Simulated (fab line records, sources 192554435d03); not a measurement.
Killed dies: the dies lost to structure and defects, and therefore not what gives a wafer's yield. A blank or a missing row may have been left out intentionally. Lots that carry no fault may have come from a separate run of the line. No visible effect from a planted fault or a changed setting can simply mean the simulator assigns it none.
A struck lot beside a sound one -- flow n5_finfet -- 35 out of 1938 route steps
Sound: the wafers L941.3, L941.4, L941.6. Struck: wafer L945.5. (L945.3 of the same lot was not struck and is left out.) The cause comes at the end.
Each step with rows lists, per side, the tool, then ch with its chambers, then its first start. Under that, the readings that differ: sound wafers -- struck wafers -- difference of the means -- sigmas: that difference in standard deviations of wafers without a fault.
alike: readings whose means differ by less than 2 such deviations, and words and numbers that are the same on both sides. not compared: withheld readings, readings that some wafer has no value for, bounds like >300 that may hide the same value, and numbers for which the record gives no deviation and whose values overlap.
Wherever a step has rows on one side only, a row that says differs or no value, or a row with sigmas, the two part there. Numbers that have no deviation but don't overlap get no sigmas and don't part them. A reading missing from all wafers of one side parts the sides only when that side holds two or more wafers.

first, 10 steps without rows for these wafers: N5_BEOL_M5_ILD_DEP_00 (deposits SiCOH lowk from DEMS/porogen, target thk 140.64 nm, time 25.9 s); N5_BEOL_M5_CURE_79 (cures SiCOH lowk, time 240 s); N5_BEOL_M5_PECVD_70 (deposits SiO2 from TEOS/O2, target thk 16 nm, time 18 s); N5_BEOL_M5_HM_DEP_02 (deposits TiN, target thk 20 nm); N5_BEOL_M5_COAT_59 (time 60 s, resist thk 60 nm); N5_BEOL_M5_COAT_60 (time 60 s, resist thk 12 nm); N5_BEOL_M5_COAT_71 (time 60 s, resist thk 5 nm); N5_BEOL_M5_COAT_05 (resist thk 30 nm); N5_BEOL_M5_EBR_07; N5_BEOL_M5_SOFTBAKE_06 (time 60 s).
N5_BEOL_M5_EXPOSE_08: exposes mask M5, target cd 28 nm.
  sound on euv_scanner-01 ch 0, day 11 13:54; struck on euv_scanner-01 ch 0, day 12 04:34
  alike: mask
then, 2 steps without rows for these wafers: N5_BEOL_M5_PEB_09 (peb time 60 s); N5_BEOL_M5_DEVELOP_10 (develop time 30 s).
N5_BEOL_M5_DESCUM_16: chemistry O2, time 7 s.
  sound on rie_diel-04 ch 0,2,3, day 11 14:08; struck on rie_diel-02 ch 3, day 12 04:49
reading,sound,struck,difference,sigmas
model.BEOL_M5.cd_nm (nm),28.2 27.8 27.8,27,-1,
  alike: drypump_motor_current_A, oes_product_au, rf_vpp_V, showerhead_plenum_p_Torr, throttle_valve_pct
  not compared: rf_hours_counter_h
then, 19 steps without rows for these wafers: N5_BEOL_M5_ETCH_72 (etches underlayer in N2/H2, target depth 6.5 nm, time 5.2 s); N5_BEOL_M5_ETCH_61 (etches SiARC in CF4, target depth 15.6 nm, time 26 s); N5_BEOL_M5_ETCH_62 (etches SOC in N2/H2, target depth 75 nm, overetch 15 nm, time 112.5 s); N5_BEOL_M5_STRIP_63 (strips in N2/H2); N5_BEOL_M5_STRIP_73 (strips in N2/H2); N5_BEOL_M5_STRIP_64 (strips in CF4); N5_BEOL_M5_HM_OPEN_17 (chemistry Cl2/BCl3, target TiN, target depth 20 nm, overetch 6 nm); N5_BEOL_M5_STRIP_19 (strips in O2); N5_BEOL_M5_COAT_65 (time 60 s, resist thk 60 nm); N5_BEOL_M5_COAT_66 (time 60 s, resist thk 12 nm); N5_BEOL_M5_COAT_74 (time 60 s, resist thk 5 nm); N5_BEOL_M5_COAT_22 (resist thk 30 nm); N5_BEOL_M5_EBR_24; N5_BEOL_M5_SOFTBAKE_23 (time 60 s); N5_BEOL_M5_EXPOSE_25 (exposes mask V4, defocus 10 nm); N5_BEOL_M5_PEB_26 (peb time 60 s); N5_BEOL_M5_DEVELOP_27 (develop time 30 s); N5_BEOL_M5_DESCUM_33 (chemistry O2, time 7 s); N5_BEOL_M5_ETCH_75 (etches underlayer in N2/H2, target depth 6.5 nm, time 5.2 s).
N5_BEOL_M5_ETCH_41: etches SiCN in CH3F/O2, target depth 31.5 nm, time 56.7 s.
  sound: rie_diel-03 ch 0,1,2; struck: rie_diel-04 ch 2
reading,sound,struck,difference,sigmas
rf_vpp_V (V),297.3 298.4 297.1,301.0,+3.4,+2
model.BEOL_M5.cd_nm (nm),28.4 27.8 27.8,27,-1,
  alike: drypump_motor_current_A, mfc_ar_sccm, oes_product_au, showerhead_plenum_p_Torr, throttle_valve_pct
  not compared: rf_hours_counter_h
N5_BEOL_M5_CD_MEAS_35: target cd 28 nm, target cd y 24 nm.
  struck on cd_sem-01, day 12 06:52; sound on cd_sem-02, day 11 15:45
reading,sound,struck,difference,sigmas
cd_nm (nm),28.9 27.9 28.2,26.8,-1.5,-4

WHERE THEY PART
First at N5_BEOL_M5_ETCH_41; last, within this record, at N5_BEOL_M5_CD_MEAS_35.

WHY: the cause the simulator had injected
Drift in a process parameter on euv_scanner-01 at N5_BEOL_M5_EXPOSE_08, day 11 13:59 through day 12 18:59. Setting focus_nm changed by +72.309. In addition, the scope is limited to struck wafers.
